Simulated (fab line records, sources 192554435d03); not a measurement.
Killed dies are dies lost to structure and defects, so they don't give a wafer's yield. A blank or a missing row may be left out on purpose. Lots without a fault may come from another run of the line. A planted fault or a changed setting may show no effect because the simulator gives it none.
Chamber matching | flow n5_finfet | N5_BEOL_M9_DESCUM_33 on rie_diel-06: 4 sister chambers
The step chemistry O2, time 7 s. 8 wafers are shown with their chamber, then 12 later ones without.

WAFERS WITH THEIR CHAMBER
wafer  | chamber | showerhead_plenum_p_Torr (Torr) | throttle_valve_pct (%)
L081.1 | 2       | 2.00                            | 20.81
L085.1 | 3       | 2.22                            | 20.03
L086.1 | 1       | 1.93                            | 20.98
L086.4 | 0       | 2.18                            | 20.50
L086.5 | 1       | 1.93                            | 20.98
L087.3 | 0       | 2.18                            | 20.51
L087.4 | 2       | 1.99                            | 20.83
L087.6 | 3       | 2.22                            | 20.03

WAFERS WITHOUT THEIR CHAMBER
wafer  | showerhead_plenum_p_Torr (Torr) | throttle_valve_pct (%)
L094.1 | 1.99                            | 20.85
L094.4 | 2.21                            | 20.05
L094.6 | 2.21                            | 20.06
L095.2 | 2.17                            | 20.52
L095.3 | 1.93                            | 21.00
L095.6 | 1.93                            | 21.01
L096.1 | 2.17                            | 20.51
L096.2 | 2.21                            | 20.05
L096.3 | 1.93                            | 21.02
L096.4 | 1.99                            | 20.86
L096.5 | 1.92                            | 21.02
L096.6 | 1.99                            | 20.85

WHICH CHAMBER EACH WENT THROUGH
wafer  | from the rows above | in truth
L094.1 | 2                   | 2
L094.4 | 3                   | 3
L094.6 | 3                   | 3
L095.2 | 0                   | 0
L095.3 | 1                   | 1
L095.6 | 1                   | 1
L096.1 | 0                   | 0
L096.2 | 3                   | 3
L096.3 | 1                   | 1
L096.4 | 2                   | 2
L096.5 | 1                   | 1
L096.6 | 2                   | 2
Placed correctly: 12 of 12. Can't be placed from these rows: 0. Placed wrongly: 0.
How it was worked out, from the rows above alone: a wafer's distance from a chamber is the root of the sum, over the readings, of the square of ((its reading less the chamber's mean) divided by the reading's scatter). The wafer belongs to the nearest chamber; if the next one is less than 2 further off, it can't be placed. A chamber's mean is the mean of its shown wafers. The scatter: the root of (the sum of the squares of (reading less its chamber's mean) over the shown wafers, divided by (wafers less chambers)).
